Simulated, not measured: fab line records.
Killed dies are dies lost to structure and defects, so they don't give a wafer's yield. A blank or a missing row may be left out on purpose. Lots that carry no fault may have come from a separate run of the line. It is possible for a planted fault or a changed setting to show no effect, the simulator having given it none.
Which of the tools did it? + flow nandHarc + 18 wafers from 6 lots sampled at 4 of the route's 1159 steps

## WHAT THE GAUGES READ, wafer by wafer
NHARC_P_GATE_CD_MEAS_91: target cd 2000 nm.
| lot  | measured     | on       | cdNm (nm)            |
|------|--------------|----------|----------------------|
| L724 | day 5 05:55  | cdSem-01 | 1998.9 1999.5 1999.7 |
| L726 | day 5 19:55  | cdSem-03 | 2000.4 2001.6 2000.8 |
| L728 | day 6 10:34  | cdSem-01 | 1999.6 2000.2 2001.1 |
| L730 | day 7 06:22  | cdSem-01 | 2001.4 1999.8 1998.1 |
| L735 | day 8 18:40  | cdSem-03 | 1998.6 2000.2 1999.0 |
| L745 | day 10 17:22 | cdSem-03 | 1999.2 2000.4 1998.9 |

## TOOL THAT RAN EACH LOT (tool first, then ch and the chambers of the sampled wafers, then the start)
| lot  | NHARC_P_ZERO_WELL_DESCUM_54      | NHARC_P_GATE_HM_OPEN_105                     | NHARC_P_GATE_EXPOSE_88           |
|------|----------------------------------|----------------------------------------------|----------------------------------|
| L724 | rieDiel-06 ch 0,1,2, day 1 23:47 | rieDiel-04 ch 0,1,3, day 5 05:45 or earlier  | krfScanner-02 ch 0, day 5 05:45  |
| L726 | rieDiel-07 ch 0,1,2, day 2 11:55 | rieDiel-02 ch 0,1,3, day 5 19:46 or earlier  | krfScanner-03 ch 0, day 5 19:46  |
| L728 | rieDiel-01 ch 1,2,3, day 2 23:49 | rieDiel-12 ch 0,1, day 6 10:25 or earlier    | krfScanner-02 ch 0, day 6 10:25  |
| L730 | rieDiel-01 ch 0,1, day 3 11:58   | rieDiel-04 ch 1,2, day 7 06:13 or earlier    | krfScanner-03 ch 0, day 7 06:13  |
| L735 | rieDiel-07 ch 0,1, day 4 17:50   | rieDiel-12 ch 2,3, day 8 18:31 or earlier    | krfScanner-02 ch 0, day 8 18:31  |
| L745 | rieDiel-01 ch 0,1,2, day 7 05:42 | rieDiel-12 ch 0,2,3, day 10 17:13 or earlier | krfScanner-01 ch 0, day 10 17:13 |
- NHARC_P_ZERO_WELL_DESCUM_54: chemistry O2, time 3 s.
- NHARC_P_GATE_HM_OPEN_105: chemistry O2/COS, target depth 360 nm.
- NHARC_P_GATE_EXPOSE_88: exposes mask P HVN, target cd 2000 nm.

## THE ANSWER, worked out from the rows above alone
Rule: what is usual is taken from the lots themselves. The widest of any qualifying gaps counts: lots, ordered by their means at a reading, are off when they make up no more than a third of the lots, leave a main group of 4 or more, and stand apart from it by 3 or more times the standard deviation of that group's means. A main group whose means are all the same, to the digits that the tables above print for the reading, isn't used. A lot without any number at a reading at which 4 lots or more have one is off too. Any other lot the step has rows for is counted as sound.
Across all readings shown, no lot is off: no conclusion can be drawn from this.

## WHAT HAD BEEN PUT IN BY THE SIMULATOR
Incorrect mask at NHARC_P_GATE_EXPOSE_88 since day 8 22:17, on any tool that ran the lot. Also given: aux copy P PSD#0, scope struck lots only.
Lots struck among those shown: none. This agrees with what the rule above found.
